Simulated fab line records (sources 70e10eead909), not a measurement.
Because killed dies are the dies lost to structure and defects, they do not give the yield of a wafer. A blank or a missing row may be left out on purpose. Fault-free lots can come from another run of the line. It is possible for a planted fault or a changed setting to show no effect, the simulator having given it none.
Which tool is to blame?    flow nand_harc    Sampling: 12 lots, 36 wafers, 5 of 1159 route steps

== WHAT THE GAUGES READ, wafer by wafer ==
NHARC_END_SORT_01.
lot   measured      on         defect_limited_yield (%)  killed_at_array  killed_at_other  killed_at_periphery  killed_dies  killed_open  killed_short  sort_bin_2_pct (%)  sort_bin_3_pct (%)  sort_bin_4_pct (%)  sort_n_pass  sort_rim_yield_pct (%)  sort_yield_pct (%)
L784  day 21 09:30  prober-02  54.2 58.2 51.4            12 9 11          0 0 1            298 274 317          310 283 329  4 3 5        0 0 2         15.4 13.4 17.1      2.51 2.22 3.99      27.9 26.1 27.5      367 394 348  56 58 53                54.2 58.2 51.4
L783  day 20 16:10  prober-01  54.5 55.1 56.4            16 14 18         1 3 1            291 287 276          308 304 295  3 1 0        2 1 1         16.2 14.0 13.1      2.36 2.66 4.58      26.9 28.2 25.8      369 373 382  54 51 53                54.5 55.1 56.4

== WHAT TOOL EACH LOT RAN ON (gives the tool, then ch and the chambers of the sampled wafers, and finally the start) ==
lot   NHARC_P_BONDPAD_CMP_32         NHARC_A_M1_DEP_33                NHARC_A_BONDPAD_DESCUM_11           NHARC_A_BONDPAD_CMP_19
L779  cmp-04 ch 0,1,3, day 6 10:45   pecvd-02 ch 0,2, day 18 00:03    rie_diel-12 ch 0,2,3, day 18 01:58  cmp-04 ch 0,1,2, day 18 04:07
L782  cmp-04 ch 2,3, day 7 01:46     pecvd-03 ch 1,2, day 18 09:43    rie_diel-12 ch 1,2,3, day 18 11:52  cmp-01 ch 2,3, day 18 14:00
L784  cmp-04 ch 0,1, day 7 16:39     pecvd-01 ch 0,2, day 19 07:04    rie_diel-12 ch 0,1,2, day 19 09:04  cmp-04 ch 2,3, day 19 14:42
L783  cmp-04 ch 0,2, day 7 17:49     pecvd-02 ch 0,1,2, day 19 06:23  rie_diel-09 ch 2,3, day 19 08:13    cmp-04 ch 0,1,2, day 19 10:16
L792  cmp-02 ch 0,1,3, day 9 15:07   pecvd-01 ch 0,2, day 21 05:03    rie_diel-09 ch 0,2, day 21 07:01    cmp-01 ch 0,1,2, day 21 09:08
L795  cmp-02 ch 1,3, day 10 07:32    pecvd-03 ch 0,2, day 21 11:42    rie_diel-12 ch 0,2,3, day 21 13:40  cmp-04 ch 0,1,3, day 21 15:46
L797  cmp-02 ch 0,1,2, day 10 17:05  pecvd-03 ch 0,2, day 22 08:04    rie_diel-12 ch 0,3, day 22 10:01    cmp-04 ch 0,1,2, day 22 12:27
L796  cmp-03 ch 0,1,2, day 10 17:14  pecvd-01 ch 1,2, day 22 02:54    rie_diel-12 ch 0,1, day 22 04:51    cmp-03 ch 0,1,2, day 22 07:01
L798  cmp-03 ch 0,1, day 10 20:58    pecvd-01 ch 0,1, day 22 08:23    rie_diel-12 ch 0,1,2, day 22 10:22  cmp-03 ch 0,1,2, day 22 12:25
L799  cmp-02 ch 0,3, day 11 08:34    pecvd-01 ch 1,2, day 23 03:30    rie_diel-09 ch 1,3, day 23 05:21    cmp-03 ch 0,1,3, day 23 07:33
L802  cmp-04 ch 0,3, day 11 18:17    pecvd-03 ch 0,1, day 22 22:28    rie_diel-12 ch 1,2,3, day 23 00:29  cmp-03 ch 0,3, day 23 02:30
L801  cmp-04 ch 0,2,3, day 11 19:06  pecvd-02 ch 0,2, day 23 06:20    rie_diel-12 ch 0,1,3, day 23 08:13  cmp-01 ch 0,1,3, day 23 10:14
- NHARC_P_BONDPAD_CMP_32: polishes SiCN, target thk 200 nm.
- NHARC_A_M1_DEP_33: deposits SiCN, target thk 30 nm.
- NHARC_A_BONDPAD_DESCUM_11: chemistry O2, time 3 s.
- NHARC_A_BONDPAD_CMP_19: polishes, t overpolish 30 s, cu recess touch 16 s, target thk 169.8 nm.

== WHAT THE TOOLS THEMSELVES READ (means of the sampled wafers that have a number; where no wafer has one, the mark that the record gives instead) ==
NHARC_P_BONDPAD_CMP_32.
lot   tool    motor_current_A (A)
L779  cmp-04  12.0
L782  cmp-04  12.1
L784  cmp-04  12.7
L783  cmp-04  12.0
L792  cmp-02  12.8
L795  cmp-02  13.2
L797  cmp-02  12.1
L796  cmp-03  12.4
L798  cmp-03  13.3
L799  cmp-02  12.8
L802  cmp-04  11.4
L801  cmp-04  11.9

NHARC_A_M1_DEP_33.
lot   tool      heater_power_w (W)
L779  pecvd-02  617
L782  pecvd-03  576
L784  pecvd-01  665
L783  pecvd-02  643
L792  pecvd-01  632
L795  pecvd-03  603
L797  pecvd-03  553
L796  pecvd-01  679
L798  pecvd-01  580
L799  pecvd-01  579
L802  pecvd-03  573
L801  pecvd-02  628

NHARC_A_BONDPAD_DESCUM_11.
lot   tool         drypump_motor_current_A (A)  oes_product_au (a.u.)  rf_vpp_V (V)  showerhead_plenum_p_Torr (Torr)  throttle_valve_pct (%)
L779  rie_diel-12  6.1                          0.991                  57.7          1.95                             11.318
L782  rie_diel-12  5.8                          0.999                  58.2          1.91                             11.306
L784  rie_diel-12  6.1                          1.009                  58.0          1.95                             11.312
L783  rie_diel-09  6.2                          0.998                  57.5          1.94                             11.317
L792  rie_diel-09  5.6                          0.994                  57.9          1.97                             11.305
L795  rie_diel-12  6.1                          0.999                  58.4          1.95                             11.318
L797  rie_diel-12  6.0                          1.003                  58.2          1.99                             11.304
L796  rie_diel-12  5.8                          1.001                  57.7          1.96                             11.300
L798  rie_diel-12  6.1                          1.005                  58.6          1.95                             11.319
L799  rie_diel-09  6.1                          0.991                  57.4          1.85                             11.313
L802  rie_diel-12  5.8                          1.002                  58.0          1.91                             11.316
L801  rie_diel-12  5.8                          1.009                  57.7          1.95                             11.319

NHARC_A_BONDPAD_CMP_19.
lot   tool    motor_current_A (A)  overpolish_run_s (s)
L779  cmp-04  12.8                 30.006
L782  cmp-01  10.6                 30.002
L784  cmp-04  12.2                 30.002
L783  cmp-04  13.2                 29.996
L792  cmp-01  10.9                 30.005
L795  cmp-04  12.4                 30.008
L797  cmp-04  13.1                 29.995
L796  cmp-03  12.2                 30.000
L798  cmp-03  12.6                 29.999
L799  cmp-03  12.9                 30.007
L802  cmp-03  12.2                 30.003
L801  cmp-01  11.7                 30.002

== THE ANSWER, worked out from the rows above alone ==
Rule: the lots themselves supply what counts as usual. Put in order of their means at a reading, lots are off if they are a third of the lots or fewer, leave a main group of 4 or more, and stand apart from it by a gap of 3 or more times the standard deviation of the main group's means; of several such gaps the widest counts. A main group is skipped when, at the precision printed for the reading in the tables above, its means are all equal. A lot without any number at a reading at which 4 lots or more have one is off too. Any other lot the step has rows for is counted as sound. Order of review: gauges by route order, followed by the tools' own readings, for which a lot's mean as printed above is used. The first step at which some lot is off is used, and at that step the reading that is off furthest; a lot without a number counts as furthest.
No lot is off on any of the readings shown, so nothing can be concluded from this.

== WHAT THE SIMULATOR HAD PUT IN ==
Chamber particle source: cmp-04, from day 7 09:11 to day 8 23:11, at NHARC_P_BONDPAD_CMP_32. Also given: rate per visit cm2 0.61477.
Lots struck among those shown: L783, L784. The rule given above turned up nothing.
